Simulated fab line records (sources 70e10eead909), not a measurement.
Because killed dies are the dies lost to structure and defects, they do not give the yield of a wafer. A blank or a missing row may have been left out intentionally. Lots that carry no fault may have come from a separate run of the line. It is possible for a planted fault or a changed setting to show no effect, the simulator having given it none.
Chamber matching :: flow nand-harc :: NHARC_A_STAIRCASE_DESCUM_186 on rie-diel-04: 4 sister chambers
The step chemistry O2, time 3 s. 14 wafers are shown with their chamber, then 7 later ones without.

## WAFERS PAIRED WITH THEIR CHAMBERS
wafer: L077.3
chamber: 3
drypump-motor-current-A (A): 6.0
showerhead-plenum-p-Torr (Torr): 2.03
oes-product-au (a.u.): 0.990

wafer: L077.5
chamber: 2
drypump-motor-current-A (A): 6.3
showerhead-plenum-p-Torr (Torr): 2.07
oes-product-au (a.u.): 0.997

wafer: L077.6
chamber: 3
drypump-motor-current-A (A): 6.1
showerhead-plenum-p-Torr (Torr): 2.03
oes-product-au (a.u.): 0.994

wafer: L081.3
chamber: 3
drypump-motor-current-A (A): 6.1
showerhead-plenum-p-Torr (Torr): 2.03
oes-product-au (a.u.): 0.998

wafer: L081.4
chamber: 2
drypump-motor-current-A (A): 6.3
showerhead-plenum-p-Torr (Torr): 2.07
oes-product-au (a.u.): 0.993

wafer: L081.5
chamber: 2
drypump-motor-current-A (A): 6.3
showerhead-plenum-p-Torr (Torr): 2.07
oes-product-au (a.u.): 1.005

wafer: L082.3
chamber: 3
drypump-motor-current-A (A): 6.1
showerhead-plenum-p-Torr (Torr): 2.03
oes-product-au (a.u.): 1.000

wafer: L082.5
chamber: 1
drypump-motor-current-A (A): 6.0
showerhead-plenum-p-Torr (Torr): 2.07
oes-product-au (a.u.): 0.987

wafer: L082.6
chamber: 0
drypump-motor-current-A (A): 5.3
showerhead-plenum-p-Torr (Torr): 1.87
oes-product-au (a.u.): 1.010

wafer: L089.3
chamber: 2
drypump-motor-current-A (A): 6.3
showerhead-plenum-p-Torr (Torr): 2.06
oes-product-au (a.u.): 1.003

wafer: L089.4
chamber: 3
drypump-motor-current-A (A): 6.1
showerhead-plenum-p-Torr (Torr): 2.02
oes-product-au (a.u.): 1.004

wafer: L089.5
chamber: 2
drypump-motor-current-A (A): 6.3
showerhead-plenum-p-Torr (Torr): 2.06
oes-product-au (a.u.): 1.003

wafer: L091.1
chamber: 0
drypump-motor-current-A (A): 5.3
showerhead-plenum-p-Torr (Torr): 1.86
oes-product-au (a.u.): 1.016

wafer: L091.4
chamber: 1
drypump-motor-current-A (A): 6.0
showerhead-plenum-p-Torr (Torr): 2.06
oes-product-au (a.u.): 0.990

SIGNATURES (averages over the wafers above)
reading: drypump-motor-current-A
chamber 0: 5.300
chamber 1: 6.000
chamber 2: 6.300
chamber 3: 6.080
scatter within a chamber: 0.0283

reading: showerhead-plenum-p-Torr
chamber 0: 1.8650
chamber 1: 2.0650
chamber 2: 2.0660
chamber 3: 2.0280
scatter within a chamber: 0.00548

reading: oes-product-au
chamber 0: 1.01300
chamber 1: 0.98850
chamber 2: 1.00020
chamber 3: 0.99720
scatter within a chamber: 0.0049
Rule: a wafer lies at a distance from a chamber equal to the root of the sum of squares, over the readings, of (its reading less the chamber's mean, divided by the reading's scatter). The wafer belongs to the nearest chamber; if the next one is less than 2 further off, it can't be placed. The scatter: take each reading less its chamber's mean, square it, sum over the shown wafers, divide by the number of wafers less the number of chambers, and take the root.

## WAFERS MISSING THEIR CHAMBER
wafer: L091.6
drypump-motor-current-A (A): 6.0
showerhead-plenum-p-Torr (Torr): 2.06
oes-product-au (a.u.): 0.996

wafer: L092.3
drypump-motor-current-A (A): 5.3
showerhead-plenum-p-Torr (Torr): 1.86
oes-product-au (a.u.): 1.014

wafer: L092.4
drypump-motor-current-A (A): 6.3
showerhead-plenum-p-Torr (Torr): 2.06
oes-product-au (a.u.): 0.993

wafer: L092.5
drypump-motor-current-A (A): 5.3
showerhead-plenum-p-Torr (Torr): 1.86
oes-product-au (a.u.): 1.004

wafer: L095.2
drypump-motor-current-A (A): 6.3
showerhead-plenum-p-Torr (Torr): 2.05
oes-product-au (a.u.): 0.984

wafer: L095.4
drypump-motor-current-A (A): 6.0
showerhead-plenum-p-Torr (Torr): 2.01
oes-product-au (a.u.): 0.997

wafer: L095.5
drypump-motor-current-A (A): 5.3
showerhead-plenum-p-Torr (Torr): 1.86
oes-product-au (a.u.): 1.012

## THE CHAMBER EACH PASSED THROUGH
wafer: L091.6
from the rows above: 1
in truth: 1

wafer: L092.3
from the rows above: 0
in truth: 0

wafer: L092.4
from the rows above: 2
in truth: 2

wafer: L092.5
from the rows above: 0
in truth: 0

wafer: L095.2
from the rows above: 2
in truth: 2

wafer: L095.4
from the rows above: 3
in truth: 3

wafer: L095.5
from the rows above: 0
in truth: 0
7 of 7 placed correctly. Number that these rows cannot place: 0. Wrongly placed: 0.
